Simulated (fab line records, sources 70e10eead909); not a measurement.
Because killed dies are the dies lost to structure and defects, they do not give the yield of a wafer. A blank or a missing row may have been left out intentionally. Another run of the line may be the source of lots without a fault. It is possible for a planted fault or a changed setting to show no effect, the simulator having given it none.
Which tool is to blame? / flow nandHarc / route of 1159 steps, sampled at 1 step: 7 lots, 21 wafers

WHAT THE GAUGES SHOWED, per wafer
NHARC_A_BONDPAD_OVL_MEAS_35.
lot=L430; measured=day 19 01:33; on=overlay-01; overlayXNm (nm)=-10 -10 -9
lot=L436; measured=day 20 11:20; on=overlay-02; overlayXNm (nm)=8 8 8
lot=L438; measured=day 20 23:54; on=overlay-01; overlayXNm (nm)=-8 -8 -8
lot=L446; measured=day 23 04:37; on=overlay-02; overlayXNm (nm)=-2 -2 -3
lot=L444; measured=day 23 18:52; on=overlay-02; overlayXNm (nm)=-4 -4 -3
lot=L450; measured=day 24 02:37; on=overlay-01; overlayXNm (nm)=4 3 3
lot=L448; measured=day 24 09:05; on=overlay-02; overlayXNm (nm)=10 8 9

EACH LOT AND THE TOOL THAT RAN IT (in order: tool; ch and the chambers of the sampled wafers; start)
The record shows no process step preceding these readings.

THE ANSWER, worked out from the rows above alone
Rule: what is usual is taken from the lots themselves. Put in order of their means at a reading, lots are off if they are a third of the lots or fewer, leave a main group of 4 or more, and stand apart from it by a gap of 3 or more times the standard deviation of the main group's means; of several such gaps the widest counts. A main group whose means are all the same, to the digits that the tables above print for the reading, isn't used. Also off: a lot with no number at a reading for which 4 or more lots have one. Where the step has rows for the other lots, those lots are counted as sound.
None of the lots is off at any reading shown; this tells nothing.

WHAT THE SIMULATOR HAD INSERTED
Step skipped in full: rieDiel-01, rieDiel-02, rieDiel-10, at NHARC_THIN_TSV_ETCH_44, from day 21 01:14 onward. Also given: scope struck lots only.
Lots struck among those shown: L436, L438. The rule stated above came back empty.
